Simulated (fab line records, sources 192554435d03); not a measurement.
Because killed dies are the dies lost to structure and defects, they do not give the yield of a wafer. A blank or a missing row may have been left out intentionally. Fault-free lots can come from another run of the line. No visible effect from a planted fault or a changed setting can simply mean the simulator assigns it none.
Matching of chambers | flow n5 finfet | N5_BEOL_M9_STRIP_36 on rie diel-03 has 4 sister chambers
The step strips in N2/H2. 14 wafers are shown with their chamber, then 7 later ones without.

WAFERS PAIRED WITH THEIR CHAMBERS
wafer  | chamber | showerhead plenum p Torr (Torr) | drypump motor current A (A) | throttle valve pct (%)
L077.2 | 2       | 2.52                            | 5.31                        | 24.21
L077.3 | 3       | 2.50                            | 5.71                        | 24.01
L077.6 | 0       | 2.50                            | 5.57                        | 23.20
L084.1 | 2       | 2.52                            | 5.29                        | 24.23
L084.2 | 3       | 2.50                            | 5.72                        | 23.68
L084.5 | 2       | 2.52                            | 5.24                        | 24.18
L086.1 | 1       | 2.32                            | 5.21                        | 23.24
L086.4 | 0       | 2.49                            | 5.59                        | 23.23
L086.5 | 1       | 2.32                            | 5.22                        | 23.23
L085.1 | 3       | 2.50                            | 5.71                        | 23.68
L085.2 | 0       | 2.49                            | 5.58                        | 23.23
L085.6 | 0       | 2.49                            | 5.54                        | 23.23
L088.1 | 0       | 2.49                            | 5.55                        | 23.23
L088.2 | 3       | 2.50                            | 5.72                        | 23.70

SIGNATURES, as means of the wafers listed above
reading                  | chamber 0 | chamber 1 | chamber 2 | chamber 3 | scatter within a chamber
showerhead plenum p Torr | 2.4920    | 2.3200    | 2.5200    | 2.5000    | 0.00283
drypump motor current A  | 5.5660    | 5.2150    | 5.2800    | 5.7150    | 0.0211
throttle valve pct       | 23.2240   | 23.2350   | 24.2067   | 23.7675   | 0.0898
Rule: a wafer lies at a distance from a chamber equal to the root of the sum of squares, over the readings, of (its reading less the chamber's mean, divided by the reading's scatter). If the next closest chamber is less than 2 further off than the closest, the wafer can't be placed; otherwise it belongs to the closest. How the scatter is found: for the shown wafers, subtract from each reading the mean of its chamber, square and add these, divide the total by (wafers less chambers), then take the root.

WAFERS WHOSE CHAMBER IS MISSING
wafer  | showerhead plenum p Torr (Torr) | drypump motor current A (A) | throttle valve pct (%)
L088.5 | 2.50                            | 5.72                        | 23.71
L089.1 | 2.49                            | 5.58                        | 23.21
L089.2 | 2.50                            | 5.71                        | 23.68
L089.5 | 2.51                            | 5.32                        | 24.23
L095.2 | 2.51                            | 5.31                        | 24.24
L095.5 | 2.51                            | 5.29                        | 24.22
L095.6 | 2.49                            | 5.71                        | 23.72

THE CHAMBER EACH PASSED THROUGH
wafer  | from the rows above | in truth
L088.5 | 3                   | 3
L089.1 | 0                   | 0
L089.2 | 3                   | 3
L089.5 | 2                   | 2
L095.2 | 2                   | 2
L095.5 | 2                   | 2
L095.6 | 3                   | 3
Correct placement for 7 of the 7. From these rows, 0 cannot be placed. Placed wrongly: 0.
